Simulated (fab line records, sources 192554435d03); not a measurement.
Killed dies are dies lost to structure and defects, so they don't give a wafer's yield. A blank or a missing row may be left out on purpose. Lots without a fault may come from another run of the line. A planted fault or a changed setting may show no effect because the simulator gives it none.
Chamber matching | flow n5_finfet | N5_HKMG_FIN_CVD_62 on thermal_cvd_si-02: 3 sister chambers
The step deposits a-Si from Si2H6, target thk 3 nm, time 20.8 s. 14 wafers are shown with their chamber, then 7 later ones without.

WAFERS WITH THEIR CHAMBER
wafer  | chamber | heater_power_w (W) | susceptor_temp_C (C)
L372.1 | 2       | 1506               | 499.44
L372.4 | 0       | 1504               | 500.15
L372.5 | 2       | 1507               | 499.93
L376.1 | 1       | 1438               | 500.06
L376.4 | 2       | 1551               | 500.17
L376.6 | 1       | 1405               | 500.00
L378.3 | 0       | 1529               | 500.44
L378.4 | 1       | 1403               | 500.05
L378.6 | 0       | 1490               | 500.01
L380.1 | 2       | 1492               | 500.14
L380.4 | 0       | 1507               | 500.04
L380.6 | 2       | 1516               | 500.35
L386.3 | 1       | 1428               | 500.26
L386.4 | 2       | 1469               | 499.92

SIGNATURES (means of the wafers above)
reading          | chamber 0 | chamber 1 | chamber 2 | scatter within a chamber
heater_power_w   | 1507.50   | 1418.50   | 1506.83   | 22.1
susceptor_temp_C | 500.1600  | 500.0925  | 499.9917  | 0.243
Rule: a wafer's distance from a chamber is the root of the sum, over the readings, of the square of ((its reading less the chamber's mean) divided by the reading's scatter). The wafer belongs to the nearest chamber; if the next one is less than 2 further off, it can't be placed. The scatter: the root of (the sum of the squares of (reading less its chamber's mean) over the shown wafers, divided by (wafers less chambers)).

WAFERS WITHOUT THEIR CHAMBER
wafer  | heater_power_w (W) | susceptor_temp_C (C)
L386.5 | 1556               | 500.18
L388.1 | 1470               | 499.85
L388.2 | 1518               | 499.89
L388.6 | 1539               | 499.84
L392.2 | 1401               | 500.07
L392.4 | 1441               | 500.10
L392.5 | 1523               | 500.09

WHICH CHAMBER EACH WENT THROUGH
wafer  | from the rows above          | in truth
L386.5 | can't be placed: 0 or 2      | 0
L388.1 | can't be placed: 2 or 0 or 1 | 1
L388.2 | can't be placed: 2 or 0      | 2
L388.6 | can't be placed: 2 or 0      | 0
L392.2 | 1                            | 1
L392.4 | can't be placed: 1 or 2      | 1
L392.5 | can't be placed: 0 or 2      | 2
Placed correctly: 1 of 7. Can't be placed from these rows: 6 (the true chamber is among the candidates in 6). Placed wrongly: 0.
